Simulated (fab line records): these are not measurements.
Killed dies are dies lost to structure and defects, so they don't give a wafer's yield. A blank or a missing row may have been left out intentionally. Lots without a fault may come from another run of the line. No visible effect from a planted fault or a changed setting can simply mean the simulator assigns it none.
Split-lot trial    flow n5 finfet    39 wafers read across 7 lots, on a route 1938 steps long

ON THE SPLIT
At N5_BEOL_M9_HM_DEP_02 (deposits TiN, target thk 20 nm), the setting target thk a was moved away from the recipe's 200 angstrom on 9 of the 39 wafers read, by -48.4% to +47.2%. This setting was run at the recipe's value on the other wafers.

FROM THE SPLIT TO THE READING: what the file shows between them, 4 steps
- N5_BEOL_M9_COAT_59: time 60 s, resist thk 100 nm
- N5_BEOL_M9_COAT_60: time 60 s, resist thk 30 nm
- N5_BEOL_M9_STRIP_68: strips in N2/H2
- N5_BEOL_M9_STRIP_67: strips in CF4

THE READING
oes product au, in a.u., at N5_BEOL_M9_HM_OPEN_17 (chemistry Cl2/BCl3, target TiN, target depth 20 nm, overetch 6 nm). Typical for fault-free wafers on this fab line: 0.66 a.u., with standard deviation 0.09 a.u.

wafer   tool, chamber at the split  target thk a as run, angstrom  against the recipe  oes product au, a.u.  against lot-mates on the recipe
L077.1  pvd sputter-01, -           200                            recipe              0.73                  -
L077.2  pvd sputter-01, -           103.2                          -48.4%              0.50                  -0.20
L077.3  pvd sputter-01, -           103.2                          -48.4%              0.54                  -0.16
L077.4  pvd sputter-01, -           200                            recipe              0.68                  -
L077.5  pvd sputter-01, -           103.2                          -48.4%              0.54                  -0.16
L077.6  pvd sputter-01, -           200                            recipe              0.68                  -
L080.3  pvd sputter-03, -           200                            recipe              0.72                  -
L080.4  pvd sputter-03, -           200                            recipe              0.71                  -
L080.6  pvd sputter-03, -           200                            recipe              0.72                  -
L081.1  pvd sputter-03, -           200                            recipe              0.67                  -
L081.2  pvd sputter-03, -           200                            recipe              0.72                  -
L081.3  pvd sputter-03, -           200                            recipe              0.72                  -
L081.4  pvd sputter-03, -           200                            recipe              0.68                  -
L081.5  pvd sputter-03, -           200                            recipe              0.67                  -
L081.6  pvd sputter-03, -           200                            recipe              0.73                  -
L088.1  pvd sputter-02, -           200                            recipe              0.55                  -
L088.2  pvd sputter-02, -           240.3                          +20.2%              0.60                  +0.06
L088.3  pvd sputter-02, -           240.3                          +20.2%              0.61                  +0.07
L088.4  pvd sputter-02, -           200                            recipe              0.54                  -
L088.5  pvd sputter-02, -           240.3                          +20.2%              0.61                  +0.07
L088.6  pvd sputter-02, -           200                            recipe              0.54                  -
L090.1  pvd sputter-01, -           200                            recipe              0.69                  -
L090.2  pvd sputter-01, -           200                            recipe              0.70                  -
L090.3  pvd sputter-01, -           200                            recipe              0.70                  -
L090.4  pvd sputter-01, -           200                            recipe              0.70                  -
L090.5  pvd sputter-01, -           200                            recipe              0.70                  -
L090.6  pvd sputter-01, -           200                            recipe              0.70                  -
L096.1  pvd sputter-02, -           200                            recipe              0.65                  -
L096.2  pvd sputter-02, -           200                            recipe              0.71                  -
L096.3  pvd sputter-02, -           200                            recipe              0.65                  -
L096.4  pvd sputter-02, -           200                            recipe              0.70                  -
L096.5  pvd sputter-02, -           200                            recipe              0.65                  -
L096.6  pvd sputter-02, -           200                            recipe              0.70                  -
L097.1  pvd sputter-02, -           200                            recipe              0.70                  -
L097.2  pvd sputter-02, -           200                            recipe              0.64                  -
L097.3  pvd sputter-02, -           200                            recipe              0.64                  -
L097.4  pvd sputter-02, -           294.4                          +47.2%              0.83                  +0.17
L097.5  pvd sputter-02, -           294.4                          +47.2%              0.74                  +0.08
L097.6  pvd sputter-02, -           294.4                          +47.2%              0.81                  +0.15

FIT RESULTS
A straight line over all 39 wafers: oes product au changes by +0.00233 a.u. for each +1% of target thk a; r = +0.63; the points scatter about the line by 0.058 a.u.
The same after taking each lot's own level away (the mean of its wafers on the recipe; 39 wafers): +0.00318 a.u. for each +1%; r = +0.94; scatter 0.023 a.u.
On that fit, the largest move of target thk a shifts the reading by 0.15 a.u.
The lots' own levels span 0.543 to 0.717 a.u., that is 1.9 times the standard deviation above.
So the lot-to-lot level blurs the effect unless lot-mates are compared.
Check: for one of the wafers moved furthest among these (-48.4%), held out of the fit, the line's prediction against its lot-mates is -0.147 a.u. It came out at -0.197 a.u. against them.

THE WHOLE CHAIN: every reading that the file lists as answering this split, in the file's order
step                   what it does                                                       reading                                                                           change (the file's fit)                    r (the file's)
N5_BEOL_M9_HM_DEP_02   deposits TiN, target thk 20 nm                                     TiN_of_BEOL_M9_HM_DEP_02.thk nm (the simulator's own value, which no gauge read)  +0.2 nm for each +1% of the setting        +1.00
N5_BEOL_M9_HM_OPEN_17  chemistry Cl2/BCl3, target TiN, target depth 20 nm, overetch 6 nm  oes product au                                                                    +0.00322 a.u. for each +1% of the setting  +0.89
N5_BEOL_M9_HM_OPEN_17  chemistry Cl2/BCl3, target TiN, target depth 20 nm, overetch 6 nm  etch.depth nm (the simulator's own value, which no gauge read)                    +0.168 nm for each +1% of the setting      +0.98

THE FILE'S OWN FIT
oes product au changes by +0.00322 a.u. for each +1% of target thk a, r = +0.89.
